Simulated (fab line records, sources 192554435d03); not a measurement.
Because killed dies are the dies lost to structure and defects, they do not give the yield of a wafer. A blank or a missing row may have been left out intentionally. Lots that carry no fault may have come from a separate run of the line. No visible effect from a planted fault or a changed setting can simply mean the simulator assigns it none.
Lot-split experiment	flow n5 finfet	7 lots, 21 wafers read, on a route of 1938 steps

== ABOUT THE SPLIT ==
At N5_SDB_ALD_29 (deposits SiNx, target thk 30 nm, pulse time 1 s, ald cycles 600), the setting ald cycles was moved away from the recipe's 600 on 5 of the 21 wafers read, by -11.5% to +13.5%. This setting was run at the recipe's value on the other wafers.

The split's own step is where the reading is taken.

== THE READING ==
SiNx_of_SDB_ALD_29.thk nm (the simulator's own value, which no gauge read), in nm, at N5_SDB_ALD_29 (deposits SiNx, target thk 30 nm, pulse time 1 s, ald cycles 600). The file gives no usual value for it. Here, 16 wafers ran the recipe; their average is 30.0 nm with a standard deviation of 0.18 nm.

wafer	tool, chamber at the split	ald cycles as run	against the recipe	SiNx_of_SDB_ALD_29.thk nm, nm	against lot-mates on the recipe
L074.3	ald sin-03, 2,0	600	recipe	30	-
L074.4	ald sin-03, 2,0	600	recipe	30	-
L074.6	ald sin-03, 2	531	-11.5%	26.6	-3.4
L076.4	ald sin-03, 1,2	681	+13.5%	33.8	+3.8
L076.6	ald sin-03, 1,2	681	+13.5%	33.8	+3.8
L076.5	ald sin-03, 1	600	recipe	30	-
L079.3	ald sin-01, 1	600	recipe	29.8	-
L079.6	ald sin-01, 1	600	recipe	29.8	-
L079.5	ald sin-01, 2	600	recipe	30	-
L085.1	ald sin-02, 0	627	+4.5%	31.6	+1.6
L085.2	ald sin-02, 1,2	600	recipe	30	-
L085.6	ald sin-02, 1,2	600	recipe	30	-
L093.4	ald sin-02, 2	600	recipe	30.2	-
L093.5	ald sin-02, 2	600	recipe	30.4	-
L093.6	ald sin-02, 3	600	recipe	30	-
L095.1	ald sin-03, 1	635	+5.8%	31.8	+1.9
L095.2	ald sin-03, 0	600	recipe	29.8	-
L095.3	ald sin-03, 2	600	recipe	30	-
L096.4	ald sin-01, 1	600	recipe	29.6	-
L096.5	ald sin-01, 1	600	recipe	29.8	-
L096.6	ald sin-01, 2	600	recipe	30	-
Rows listing several chambers each stand for several wafers; the file does not say which wafer went through which chamber.

FIT RESULTS
A straight line over all 21 wafers: SiNx_of_SDB_ALD_29.thk nm changes by +0.29 nm for each +1% of ald cycles; r = +0.99; the points scatter about the line by 0.18 nm.
The same after taking each lot's own level away (the mean of its wafers on the recipe; 21 wafers): +0.29 nm for each +1%; r = +1.00; scatter 0.14 nm.
On that fit, the largest move of ald cycles shifts the reading by 3.9 nm.
The lots' own levels span 29.80 to 30.20 nm, that is 2.3 times the standard deviation above.
Hence the lot-to-lot level has little effect on the slope; both slopes agree.
Check: with one of the wafers moved furthest among these (+13.5%) left out of the fit, the line predicts +3.99 nm for it against its lot-mates. It came out at +3.8 nm against them.

== THESE WAFERS: OTHER SPLITS ==
Before the reading, these wafers also passed through other splits. Each is held against what the fit with the lots' levels taken away leaves over:
other split on the same wafers	wafers away from the commonest value	r with SiNx_of_SDB_ALD_29.thk nm (lot level and that fit taken away)
N5_ZERO_LAYER_EXPOSE_08 dose mj	7	+0.05
N5_WELL_APT_COAT_02 spin rpm	7	-0.25
N5_FIN_SAQP_PEB_14 peb time s	10	-0.24
N5_FIN_SAQP_ETCH_52 source w	10	+0.04
N5_FIN_CUT_COAT_19 spin rpm	5	+0.02
N5_DUMMY_GATE_DESCUM_20 time s	5	+0.14
N5_DUMMY_GATE_ETCH_37 source w	6	-0.13
N5_SD_EPI_P_EPI_21 epi growth time s	6	-0.20

== THE WHOLE CHAIN: every reading that the file lists as answering this split, in the file's order ==
step	what it does	reading	change (the file's fit)	r (the file's)
N5_SDB_ALD_29	deposits SiNx, target thk 30 nm, pulse time 1 s, ald cycles 600	SiNx_of_SDB_ALD_29.thk nm (the simulator's own value, which no gauge read)	+0.295 nm for each +1% of the setting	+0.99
N5_SDB_CMP_30	polishes, stops on poly-Si, t overpolish 1.54 s, target thk 30 nm	SiNx_of_SDB_ALD_29.thk nm (the simulator's own value, which no gauge read)	not straight: 26.6 at the lowest setting, 29.96 at the recipe, 30.3 at the highest	not given

== THE FILE'S OWN FIT ==
SiNx_of_SDB_ALD_29.thk nm changes by +0.295 nm for each +1% of ald cycles, r = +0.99.
